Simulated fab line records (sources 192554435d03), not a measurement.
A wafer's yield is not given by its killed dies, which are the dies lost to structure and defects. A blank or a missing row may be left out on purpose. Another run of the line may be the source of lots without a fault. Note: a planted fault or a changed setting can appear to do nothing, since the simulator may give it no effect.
Problem report, 8D (eight disciplines) form, completed by code    flow n5_finfet    the parts of the form that need people (team, actions taken, sign-off) are left out

1. WHAT WENT WRONG
trench_depth_nm at N5_FIN_SAQP_OCD_MEAS_76 reads a mean of 112.3 nm on 2 wafers of 2 lots; wafers without a fault read 120.4 nm with a standard deviation of 1.3. That is -6.2 standard deviations from the usual mean.
Seen first at day 3 21:11 on ocd-01, wafer L882.4. The record has a number at this step for 30 wafers belonging to 10 lots. The rule behind "out" and "out of limits": a value lying over 4 standard deviations away from the usual mean. All remaining wafers that have a number are taken as sound.

2. WHAT IT IS; WHAT IT IS NOT
question                     is                is not
which readings at this step  trench_depth_nm   -
which lots                   L882, L885        L876, L887, L888, L891, L895, L896, L897, L898
which wafers of those lots   L882.4, L885.3    L882.5, L882.6, L885.1, L885.2
read on which gauges         ocd-01, ocd-02    -
when                         from day 3 21:11  up to then (5 sound wafers); but 23 sound wafers of L885, L887, L888, L891, L895, L896, L897, L898 came after

3. SUSPECTS, AND WHAT RULES EACH OUT
Counting: if a tool at a process step up to the reading ran every lot that is out, it stays a suspect. Sound lots after the first of them don't rule it out here, since some wafers of a struck lot are sound.
- the gauge at N5_FIN_SAQP_OCD_MEAS_76 has been ruled out. 2 gauges (ocd-01, ocd-02) read the wafers that are out.
- rie_si-01 at N5_FIN_SAQP_ETCH_64 (etches SiO2 in CF4, target depth 1.5 nm): kept. It ran every lot that is out, first L882 (day 3 20:57).
- rie_si-01 at N5_FIN_SAQP_FIN_ETCH_36 (etches the open film in HBr/Cl2/O2, target depth 120 nm, time 50.4 s): kept. It ran every lot that is out, first L882 (day 3 20:58). Out on those wafers are its own readings of bias_w.
- Within rie_si-01 at N5_FIN_SAQP_ETCH_64: the wafers that are out ran in chamber 2; their sound lot-mates ran in chambers 0, 1.
- Within rie_si-01 at N5_FIN_SAQP_FIN_ETCH_36: the wafers that are out ran in chamber 2; their sound lot-mates ran in chambers 0, 1.
The count leaves rie_si-01 at N5_FIN_SAQP_FIN_ETCH_36 and rie_si-01 at N5_FIN_SAQP_ETCH_64.

4. THE CAUSE (what the simulator had put in)
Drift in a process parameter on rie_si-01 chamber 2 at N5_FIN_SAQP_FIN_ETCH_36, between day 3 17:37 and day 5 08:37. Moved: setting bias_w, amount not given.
Counting leaves 2 suspects; this tool is one of them.

5. THE EFFECT CHAIN, in route order
One row per reading whose mean, taken over the struck wafers that have a number, lies over 3 standard deviations from the usual. Scope: only readings with a usual standard deviation given in the record; hours: median across lots of the time from each lot's start at the first step in this table that gives one to its start at this step; sigmas: change in usual standard deviations.
hours  step                     reading          usual       on struck wafers  change  sigmas
0      N5_FIN_SAQP_FIN_ETCH_36  bias_w           101.9 W     72.0              -29.9   -85
0      N5_FIN_SAQP_FIN_ETCH_36  oes_product_au   1.012 a.u.  0.934             -0.078  -4.1
0      N5_FIN_SAQP_OCD_MEAS_76  trench_depth_nm  120.4 nm    112.3             -8.1    -6.2
The process steps in it:
- N5_FIN_SAQP_FIN_ETCH_36: etches the open film in HBr/Cl2/O2, target depth 120 nm, time 50.4 s.

6. HOW IT WOULD HAVE BEEN CAUGHT EARLIER
The first out-of-limits reading at a measuring or inspecting step in this record came at day 3 21:11, 4 hours after the fault's start at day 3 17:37.
At N5_FIN_SAQP_FIN_ETCH_36, the tool's own readings (bias_w) were out on each struck wafer the step has a row for, so an alarm limit on them would have fired on the first such wafer.
L885, from the lots that are out (2), started N5_FIN_SAQP_FIN_ETCH_36 on rie_si-01 later than day 3 21:11. A tool hold placed at that time would have kept it from harm.
